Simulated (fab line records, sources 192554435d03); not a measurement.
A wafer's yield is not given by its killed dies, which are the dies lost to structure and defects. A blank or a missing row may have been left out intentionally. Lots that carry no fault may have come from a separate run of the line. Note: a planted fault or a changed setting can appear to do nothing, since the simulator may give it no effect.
Which tool did it?    flow n5_finfet    Sampling: 9 lots, 27 wafers, 6 of 1938 route steps

== WHAT THE GAUGES READ, wafer by wafer ==
N5_WELL_APT_OVL_MEAS_26. Usual: PWELL_OVL typically reads -3 nm, with standard deviation 5.9.
lot   measured     on          PWELL_OVL (nm)  flag
L693  day 1 17:12  overlay-02  3 -2 6          
L694  day 1 21:25  overlay-01  -12 -5 -2       
L696  day 2 09:48  overlay-01  -8 0 6          
L701  day 3 14:58  overlay-02  5 -7 -7         
L703  day 4 02:52  overlay-01  -4 -8 5         
L707  day 5 02:53  overlay-01  -1 -3 4         
L711  day 6 02:52  overlay-01  -4 -12 -11      
L713  day 6 15:25  overlay-01  -5 6 -9         
L714  day 6 20:53  overlay-01  -4 -10 -2       

N5_PMOS_HMC_CHANNEL_EPI_THK_MEAS_22. Usual: HMC_CMP_THK typically reads 54.1 nm, with standard deviation 0.52.
lot   measured     on             HMC_CMP_THK (nm)  flag
L693  day 1 22:02  film_metro-02  54.6 54.3 53.7    
L694  day 2 03:41  film_metro-02  54.0 53.8 55.0    
L696  day 2 14:44  film_metro-01  53.9 53.3 54.1    
L701  day 3 20:14  film_metro-02  53.8 53.7 53.3    
L703  day 4 08:30  film_metro-01  49.3 49.1 50.5    OFF
L707  day 5 08:26  film_metro-02  48.1 49.0 48.6    OFF
L711  day 6 08:14  film_metro-02  54.4 53.7 54.0    
L713  day 6 20:46  film_metro-01  54.7 53.8 54.4    
L714  day 7 03:08  film_metro-02  53.8 54.2 53.9    

N5_BEOL_M4_RC_MEAS_101. Usual: CJ_P 5.81, standard deviation 0.12; DIBL_N 35.9 mV/V, standard deviation 1.4; DIBL_P 35.9 mV/V, standard deviation 1.7; IOFF_N 0.155 nA/um, standard deviation 0.023; IOFF_P 0.201 nA/um, standard deviation 0.029; IOFF_P_85C 3.5 nA/um, standard deviation 0.43; IOFF_P_LONG 0.000103 nA/um, standard deviation 7.6e-06; ION_N 672 uA/um, standard deviation 8.8; ION_P 460 uA/um, standard deviation 7; SS_N 71.6 mV/dec, standard deviation 0.48; SS_P 73.1 mV/dec, standard deviation 0.64; VT_N 250.0 mV, standard deviation 3; VT_P -251.6 mV, standard deviation 3; VT_P_LONG -276.5 mV, standard deviation 3; VT_P_LVT -99.6 mV, standard deviation 2.3.
lot   measured      on         CJ_P            DIBL_N (mV/V)   DIBL_P (mV/V)   IOFF_N (nA/um)     IOFF_P (nA/um)     IOFF_P_85C (nA/um)  IOFF_P_LONG (nA/um)         ION_N (uA/um)  ION_P (uA/um)  SS_N (mV/dec)   SS_P (mV/dec)   VT_N (mV)          VT_P (mV)             VT_P_LONG (mV)        VT_P_LVT (mV)         flag
L693  day 8 02:14   prober-02  5.83 5.83 5.87  34.6 38.2 37.1  35.1 38.6 37.4  0.131 0.191 0.174  0.195 0.252 0.229  3.4 4.2 3.9         0.000103 0.000105 0.000105  667 680 672    460 464 459    71.7 72.2 71.7  73.3 74.6 74.0  250.4 245.9 247.3  -252.1 -250.6 -249.8  -274.1 -273.0 -276.4  -99.1 -95.1 -97.8     
L694  day 8 04:57   prober-02  5.78 5.89 5.60  34.9 34.1 35.3  33.6 33.5 35.0  0.130 0.120 0.145  0.184 0.181 0.213  3.3 3.3 3.7         0.000114 0.000118 0.000112  652 660 664    452 455 463    71.9 71.0 71.7  72.2 72.6 72.7  256.1 254.3 251.9  -249.7 -250.7 -250.3  -274.0 -273.2 -270.0  -100.2 -99.7 -97.8    
L696  day 9 02:19   prober-02  5.80 5.83 5.72  36.2 37.7 35.9  35.5 36.6 35.5  0.143 0.163 0.145  0.188 0.202 0.190  3.2 3.5 3.3         0.0001 0.000101 0.0001      669 666 674    458 456 462    71.7 72.1 71.3  72.4 73.5 72.6  251.5 251.0 250.1  -255.1 -252.9 -252.0  -274.9 -278.2 -276.9  -101.0 -101.4 -102.0  
L701  day 10 08:11  prober-01  5.78 5.84 5.83  37.8 38.1 36.6  38.9 38.7 35.8  0.193 0.199 0.166  0.216 0.217 0.174  3.8 3.8 3.2         9.5e-05 9.6e-05 9.5e-05     688 687 660    460 466 446    71.6 71.6 71.7  74.2 74.5 72.2  244.7 247.1 249.3  -251.0 -250.6 -253.7  -278.3 -277.3 -280.1  -97.1 -98.7 -101.0    
L703  day 11 03:59  prober-01  6.32 6.30 6.26  34.5 37.0 35.2  37.5 39.4 37.1  0.126 0.169 0.134  0.163 0.174 0.148  3.0 3.1 2.7         8.2e-05 8.4e-05 8e-05       654 685 661    410 427 412    71.1 71.7 70.8  73.1 74.1 73.2  255.7 249.0 250.9  -259.1 -259.8 -261.7  -290.8 -290.4 -289.4  -110.2 -107.9 -110.9  OFF
L707  day 11 12:03  prober-01  6.11 6.15 6.07  36.9 37.7 36.5  41.7 43.4 41.0  0.183 0.198 0.170  0.311 0.395 0.348  5.2 6.4 5.7         8.2e-05 8.4e-05 8.3e-05     684 671 670    405 403 400    72.1 72.6 72.4  77.2 78.0 78.2  246.3 244.0 248.2  -258.8 -255.0 -258.4  -288.3 -288.1 -290.5  -105.4 -103.8 -105.7  OFF
L711  day 12 15:20  prober-02  5.84 6.00 5.85  34.5 34.9 34.1  34.7 35.5 34.6  0.131 0.134 0.125  0.146 0.149 0.140  2.7 2.7 2.6         8.3e-05 8.6e-05 8.3e-05     660 680 658    448 456 445    71.4 71.4 71.2  72.9 73.7 72.8  254.0 254.3 251.2  -258.7 -256.1 -257.9  -285.5 -286.6 -288.0  -105.7 -106.6 -105.8  OFF
L713  day 12 22:28  prober-02  5.68 5.95 5.73  39.1 38.5 37.6  39.8 39.4 38.0  0.211 0.195 0.187  0.260 0.250 0.231  4.4 4.2 4.0         9.8e-05 0.000104 0.000101   682 685 686    462 464 469    72.3 72.4 71.8  74.4 73.7 73.0  243.3 248.6 243.6  -250.6 -249.5 -249.3  -273.0 -278.5 -277.1  -99.0 -99.4 -99.2     
L714  day 13 16:23  prober-01  5.91 5.79 5.94  35.4 36.3 37.0  36.7 38.7 39.4  0.188 0.205 0.231  0.220 0.250 0.267  3.8 4.3 4.5         0.000105 0.000103 0.000106  688 680 676    469 465 462    71.3 71.7 72.3  73.3 73.7 74.4  243.8 244.3 243.5  -248.9 -249.2 -249.4  -274.7 -276.3 -275.7  -98.3 -96.8 -96.1     

== TOOL THAT RAN EACH LOT (tool first, then ch and the chambers of the sampled wafers, then the start) ==
lot   N5_WELL_APT_RTA_34               N5_PMOS_HMC_CHANNEL_EPI_FIN_RECESS_16  N5_PMOS_HMC_CHANNEL_EPI_EPI_20
L693  rtp_anneal-01 ch 0, day 1 18:17  rie_si-06 ch 0,3, day 1 20:11          epi_rpcvd-04 ch 0, day 1 20:47
L694  rtp_anneal-02 ch 0, day 1 23:55  rie_si-06 ch 0,1,3, day 2 01:52        epi_rpcvd-04 ch 0, day 2 02:02
L696  rtp_anneal-01 ch 0, day 2 10:51  rie_si-06 ch 0,1, day 2 12:56          epi_rpcvd-04 ch 0, day 2 13:06
L701  rtp_anneal-01 ch 0, day 3 15:58  rie_si-06 ch 0,3, day 3 18:02          epi_rpcvd-04 ch 0, day 3 18:13
L703  rtp_anneal-02 ch 0, day 4 03:56  rie_si-05 ch 0,2, day 4 06:18          epi_rpcvd-04 ch 0, day 4 06:44
L707  rtp_anneal-02 ch 0, day 5 03:53  rie_si-02 ch 0,2,3, day 5 06:13        epi_rpcvd-04 ch 0, day 5 06:23
L711  rtp_anneal-02 ch 0, day 6 03:47  rie_si-06 ch 0,1,2, day 6 05:30        epi_rpcvd-01 ch 0, day 6 06:02
L713  rtp_anneal-01 ch 0, day 6 16:57  rie_si-06 ch 0,1,3, day 6 18:55        epi_rpcvd-03 ch 0, day 6 19:09
L714  rtp_anneal-02 ch 0, day 6 22:02  rie_si-06 ch 0,2,3, day 7 01:20        epi_rpcvd-03 ch 0, day 7 01:42
- N5_WELL_APT_RTA_34: time 10 s.
- N5_PMOS_HMC_CHANNEL_EPI_FIN_RECESS_16: chemistry HBr/Cl2, target Si, target depth 54 nm, time 18 s.
- N5_PMOS_HMC_CHANNEL_EPI_EPI_20: deposits SiGe30, target thk 59 nm.

== AS READ BY THE TOOLS THEMSELVES (means over the sampled wafers that have a number; for cases with no such wafer, the mark the record gives instead) ==
N5_WELL_APT_RTA_34. Usual: lamp_power_pct 13.00 %, standard deviation 0.051; lamp_zone_2_pct 12.993 %, standard deviation 0.029; lamp_zone_4_pct 13.00 %, standard deviation 0.03; lamp_zone_6_pct 12.918 %, standard deviation 0.029; wafer_temp_C_max 1003.5, standard deviation 1.1.
lot   tool           lamp_power_pct (%)  lamp_zone_2_pct (%)  lamp_zone_4_pct (%)  lamp_zone_6_pct (%)  wafer_temp_C_max  flag
L693  rtp_anneal-01  13.07               12.988               13.02                12.941               1004.5            
L694  rtp_anneal-02  13.03               13.001               12.97                12.903               1003.0            
L696  rtp_anneal-01  13.01               13.019               13.00                12.924               1004.0            
L701  rtp_anneal-01  12.97               12.970               12.99                12.935               1004.2            
L703  rtp_anneal-02  13.03               12.973               13.01                12.923               1003.5            
L707  rtp_anneal-02  13.01               12.965               13.03                12.919               1004.3            
L711  rtp_anneal-02  13.02               12.998               12.99                12.917               1004.3            
L713  rtp_anneal-01  13.01               12.994               12.99                12.915               1003.2            
L714  rtp_anneal-02  13.01               12.995               12.99                12.911               1003.5            

N5_PMOS_HMC_CHANNEL_EPI_FIN_RECESS_16. Usual: drypump_motor_current_A 5.8 A, standard deviation 0.4; oes_product_au 0.997 a.u., standard deviation 0.012; throttle_valve_pct 35.56 %, standard deviation 0.14.
lot   tool       drypump_motor_current_A (A)  oes_product_au (a.u.)  throttle_valve_pct (%)  flag
L693  rie_si-06  5.7                          1.001                  35.58                   
L694  rie_si-06  5.7                          0.994                  35.55                   
L696  rie_si-06  5.6                          0.992                  35.59                   
L701  rie_si-06  5.6                          0.996                  35.54                   
L703  rie_si-05  6.1                          1.011                  35.63                   
L707  rie_si-02  6.1                          1.005                  35.57                   
L711  rie_si-06  5.7                          0.994                  35.56                   
L713  rie_si-06  5.6                          0.997                  35.55                   
L714  rie_si-06  5.7                          1.001                  35.53                   

N5_PMOS_HMC_CHANNEL_EPI_EPI_20. Usual: 20.00 Torr for chamber_pressure_Torr, sd 0.048.
lot   tool          chamber_pressure_Torr (Torr)  flag
L693  epi_rpcvd-04  19.99                         
L694  epi_rpcvd-04  20.06                         
L696  epi_rpcvd-04  20.00                         
L701  epi_rpcvd-04  19.92                         
L703  epi_rpcvd-04  12.72                         OFF
L707  epi_rpcvd-04  12.70                         OFF
L711  epi_rpcvd-01  20.00                         
L713  epi_rpcvd-03  20.01                         
L714  epi_rpcvd-03  19.97                         

== THE ANSWER, worked out from the rows above alone ==
Rule: a lot counts as off when the mean over its wafers that have a number is more than 3 standard deviations away from the usual mean. A lot without any number at a reading at which 4 lots or more have one is off too. Any other lot the step has rows for is counted as sound. First the gauges in route order, then the tools' own readings, where a lot's mean is used as printed above. The first step at which some lot is off is used, and at that step the reading that is off furthest; a lot without a number counts as furthest.
Off: L703, L707, seen at N5_PMOS_HMC_CHANNEL_EPI_THK_MEAS_22 (HMC_CMP_THK).
A tool fits if, at a process step before that reading, it ran every lot that is off, and no sound lot after the first of them. The gauges at N5_PMOS_HMC_CHANNEL_EPI_THK_MEAS_22 aren't tried: what is off there is off at N5_BEOL_M4_RC_MEAS_101 too, on other tools, and a gauge's error can't cause that. One candidate fits, namely epi_rpcvd-04 at N5_PMOS_HMC_CHANNEL_EPI_EPI_20. A fault onset in the window from L701 (day 3 18:13, its last sound lot) to L703 (day 4 06:44, its first lot off) fits.
The tool's own readings at N5_PMOS_HMC_CHANNEL_EPI_EPI_20 bear it out: on the lots that are off they differ by more than 5 times the standard deviation of the sound lots' means. chamber_pressure_Torr reads 12.71 Torr there against 19.99 Torr on the sound lots.

== WHAT THE SIMULATOR PUT IN ==
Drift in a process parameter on epi_rpcvd-04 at N5_PMOS_HMC_CHANNEL_EPI_EPI_20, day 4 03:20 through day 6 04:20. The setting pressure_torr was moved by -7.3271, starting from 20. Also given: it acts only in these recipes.
Shown lots that were struck: L703, L707. The rule above reached the same finding.
